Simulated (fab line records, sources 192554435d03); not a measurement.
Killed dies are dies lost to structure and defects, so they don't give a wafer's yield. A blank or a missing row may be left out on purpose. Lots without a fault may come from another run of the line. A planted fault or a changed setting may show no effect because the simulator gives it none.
One fault seen from 3 desks | flow n5_finfet | each desk has only its own numbers; what lay behind them comes last

THE METROLOGY DESK
What the gauges read, lot by lot, whatever tool the lot ran on: means of the sampled wafers that have a number. A lot is out of limits, marked OUT, if its mean lies more than 4 standard deviations from the usual mean; the brackets give that distance. Of its 11 readings 7 are shown: those that lie furthest out on some lot.
Columns: A = DIBL_P at N5_BEOL_M4_RC_MEAS_101, usual 36.4 mV/V; B = IOFF_N at N5_BEOL_M4_RC_MEAS_101, usual 0.17 nA/um; C = SS_N at N5_BEOL_M4_RC_MEAS_101, usual 71.7 mV/dec; D = SS_P at N5_BEOL_M4_RC_MEAS_101, usual 73.4 mV/dec; E = VT_N at N5_BEOL_M4_RC_MEAS_101, usual 249 mV; F = VT_P at N5_BEOL_M4_RC_MEAS_101, usual -251 mV; G = MIM_BOT_OVL at N5_MIM_BOT_LITHO_OVL_MEAS_11, usual 4 nm
lot  | first seen here | A    | B    | C    | D    | E   | F    | G
L756 | day 8 17:21     | 37.8 | 0.18 | 71.4 | 74.1 | 247 | -250 | 5
L755 | day 8 17:50     | 37.6 | 0.19 | 72.4 | 74.3 | 246 | -250 | -2
L759 | day 9 01:02     | 34.7 | 0.15 | 70.7 | 73.2 | 250 | -248 | 5
L760 | day 9 17:25     | 37.4 | 0.19 | 71.9 | 73.6 | 247 | -250 | 10
L763 | day 10 21:35    | 33.6 | 0.13 | 71.0 | 72.6 | 254 | -256 | 2
L762 | day 10 22:04    | 34.2 | 0.15 | 71.4 | 72.9 | 249 | -250 | -3
L766 | day 12 10:33    | 34.9 | 0.12 | 71.3 | 72.4 | 255 | -253 | 5
L774 | day 13 10:07    | 37.5 | 0.17 | 72.0 | 73.1 | 249 | -253 | 7
L772 | day 13 11:59    | 36.9 | 0.17 | 71.5 | 73.2 | 248 | -251 | 10
L777 | day 14 21:52    | 36.1 | 0.17 | 71.5 | 73.2 | 247 | -252 | 6
L778 | day 15 11:43    | 33.5 | 0.14 | 71.4 | 73.0 | 251 | -252 | 5
This desk's finding: nothing out of limits on any of the 11 lots.

THE DEFECT DESK
What the inspections along the route counted, lot by lot: means of the sampled wafers that have a number. A lot is out of limits, marked OUT, if its mean lies more than 4 standard deviations from the usual mean; the brackets give that distance.
Columns: A = raw_defect_count at N5_PASSIVATION_INSPECT_57, usual 2.2
lot  | first seen here | A
L756 | day 13 03:36    | 1.0
L755 | day 13 17:04    | 2.0
L759 | day 14 08:44    | 2.5
L760 | day 15 04:13    | 1.7
L762 | day 15 09:15    | 3.7
L763 | day 15 18:22    | 1.3
L766 | day 17 06:57    | 2.0
L774 | day 18 01:58    | 1.5
L772 | day 18 06:27    | 2.0
L777 | day 19 13:16    | 2.0
L778 | day 20 09:26    | 1.7
This desk's finding: nothing out of limits on any of the 11 lots.

THE TOOL OWNER'S DESK: rie_diel-02
The tool's own readings at N5_PASSIVATION_ETCH_15 (etches SiCN in CF4/N2, target depth 75 nm, time 81.2 s): means of the sampled wafers that have a number, for each lot that ran on this tool. A lot is out of limits, marked OUT, if its mean lies more than 4 standard deviations from the usual mean; the brackets give that distance.
Columns: A = drypump_motor_current_A at N5_PASSIVATION_ETCH_15, usual 5.6 A; B = oes_product_au at N5_PASSIVATION_ETCH_15, usual 0.78 a.u.; C = rf_vpp_V at N5_PASSIVATION_ETCH_15, usual 382.0 V; D = showerhead_plenum_p_Torr at N5_PASSIVATION_ETCH_15, usual 2.20 Torr; E = throttle_valve_pct at N5_PASSIVATION_ETCH_15, usual 15.48 %
lot  | first seen here | A   | B    | C     | D    | E
L762 | day 15 00:23    | 5.8 | 0.79 | 381.4 | 2.15 | 15.43
L763 | day 15 11:05    | 5.5 | 0.77 | 381.6 | 2.19 | 15.57
L774 | day 17 19:10    | 5.4 | 0.62 | 382.4 | 2.24 | 15.80
This desk's finding: nothing out of limits on any of the 3 lots.

PUT TOGETHER
The metrology desk saw nothing out of limits.
The defect desk saw nothing out of limits.
The tool owner's desk saw nothing out of limits.

WHAT THE SIMULATOR HAD PUT IN
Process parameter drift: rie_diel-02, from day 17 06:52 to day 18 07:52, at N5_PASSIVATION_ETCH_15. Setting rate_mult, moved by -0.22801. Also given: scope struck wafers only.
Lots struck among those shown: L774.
